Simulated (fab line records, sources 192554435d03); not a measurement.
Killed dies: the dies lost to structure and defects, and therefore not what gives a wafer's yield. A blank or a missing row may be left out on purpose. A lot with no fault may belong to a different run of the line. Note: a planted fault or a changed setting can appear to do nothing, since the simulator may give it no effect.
Struck lot and sound lot, side by side | flow n5-finfet | 20 out of 1938 route steps
Sound: these wafers, L891.1, L891.3, L891.4. Struck: wafer L893.1; the same lot's L893.4 was not struck, so it is left out; see the end for the cause.
For every step that has rows: the tool of each side, followed by ch and its chambers, followed by its first start. Under that, the readings that differ: sound wafers | struck wafers | difference of the means | sigmas: that difference in standard deviations of wafers without a fault.
alike: readings with means less than 2 such deviations apart, plus words and numbers identical on both sides. not compared: withheld readings, readings lacking a value on some wafer, bounds such as >300 that could conceal the same value, and numbers that have no deviation in the record and whose values overlap.
The two part at a step that has a row with sigmas, a row that says differs or no value, or rows on one side only. Numbers that have no deviation but don't overlap get no sigmas and don't part them. A reading that every wafer of one side lacks parts them only if that side has two wafers or more.

first, 8 steps without rows for these wafers: N5_BEOL_M14_COAT_58 (time 60 s, resist thk 89 nm); N5_BEOL_M14_COAT_04 (resist thk 800 nm); N5_BEOL_M14_EBR_06; N5_BEOL_M14_SOFTBAKE_05 (time 60 s); N5_BEOL_M14_EXPOSE_07 (exposes mask V13); N5_BEOL_M14_PEB_08 (peb time 90 s); N5_BEOL_M14_DEVELOP_09 (develop time 45 s); N5_BEOL_M14_HARDBAKE_14 (time 120 s).
N5_BEOL_M14_CD_MEAS_10 targets a cd of 250 nm.
  sound on cd-sem-03 ch 0, day 12 19:19; struck on cd-sem-01 ch 0, day 13 00:10
  alike: cd-nm
N5_BEOL_M14_OVL_MEAS_11:
  sound on overlay-02 ch 0, day 12 19:21; struck on overlay-01 ch 0, day 13 00:12
  alike: V13_OVL
N5_BEOL_M14_INSPECT_12: inspects for defects (macro).
  sound on defect-inspect-02 at day 12 19:22; struck on defect-inspect-01 at day 13 00:14
  alike: raw-defect-count
N5_BEOL_M14_DESCUM_15: chemistry O2, time 7.9 s.
  sound on rie-diel-01 ch 0,2,3, day 12 19:25; struck on rie-diel-01 ch 0, day 13 00:16
  alike: drypump-motor-current-A, oes-product-au, rf-vpp-V, showerhead-plenum-p-Torr, throttle-valve-pct
  not compared: rf-hours-counter-h
N5_BEOL_M14_ETCH_59: etches BARC in N2/H2, target depth 89 nm, overetch 26.7 nm, time 67.9 s.
  sound on rie-diel-01 ch 0,2,3, day 12 19:26; struck on rie-diel-01 ch 0, day 13 00:19
  reading                                    | sound             | struck | difference | sigmas
  model.coat_of_BEOL_M14_COAT_04.thk-nm (nm) | 719.2 719.6 720.6 | 740.6  | +20.8      |
  model.etch.depth-nm (nm)                   | 89.69 89.36 89.56 | 75.2   | -14.3      |
  alike: drypump-motor-current-A, oes-product-au, rf-vpp-V, showerhead-plenum-p-Torr, throttle-valve-pct
  not compared: rf-hours-counter-h
N5_BEOL_M14_VIA_ETCH_16: etches SiO2 in C4F8/O2/Ar, target depth 1231.3 nm.
  sound on rie-diel-01 ch 0,2,3, day 12 19:29; struck on rie-diel-01 ch 0, day 13 00:22
  reading                                    | sound           | struck | difference | sigmas
  model.coat_of_BEOL_M14_COAT_04.thk-nm (nm) | 456 459.6 455.6 | 477.2  | +20.1      |
  alike: C4F8_flow_sccm, O2_flow_sccm, drypump-motor-current-A, oes-product-au, rf-vpp-V, showerhead-plenum-p-Torr, throttle-valve-pct
N5_BEOL_M14_STRIP_63: strips in O2.
  sound: rie-diel-01 ch 0,2,3; struck: rie-diel-01 ch 0
  alike: drypump-motor-current-A, oes-product-au, rf-vpp-V, showerhead-plenum-p-Torr, throttle-valve-pct
  not compared: rf-hours-counter-h
N5_BEOL_M14_STRIP_64: strips in O2.
  sound: rie-diel-01 ch 0,2,3; struck: rie-diel-01 ch 0
  alike: drypump-motor-current-A, oes-product-au, rf-vpp-V, showerhead-plenum-p-Torr, throttle-valve-pct
  not compared: rf-hours-counter-h
then, 2 steps without rows for these wafers: N5_BEOL_M14_STRIP_71 (strips in post etch residue remover, time 60 s); N5_BEOL_M14_SRD_72 (time 30 s, dry time 30 s).
N5_BEOL_M14_CD_MEAS_17 targets a cd of 250 nm.
  sound on cd-sem-01 at day 12 19:51; struck on cd-sem-02 at day 13 00:43
  reading    | sound             | struck | difference | sigmas
  cd-nm (nm) | 252.7 253.7 253.7 | 244.7  | -8.7       | -6
then, 1 step without rows for these wafers: N5_BEOL_M14_COAT_65 (time 60 s, resist thk 450 nm).

## WHERE THEY PART
Only at N5_BEOL_M14_CD_MEAS_17, within this record.

WHY: whatever the simulator had introduced
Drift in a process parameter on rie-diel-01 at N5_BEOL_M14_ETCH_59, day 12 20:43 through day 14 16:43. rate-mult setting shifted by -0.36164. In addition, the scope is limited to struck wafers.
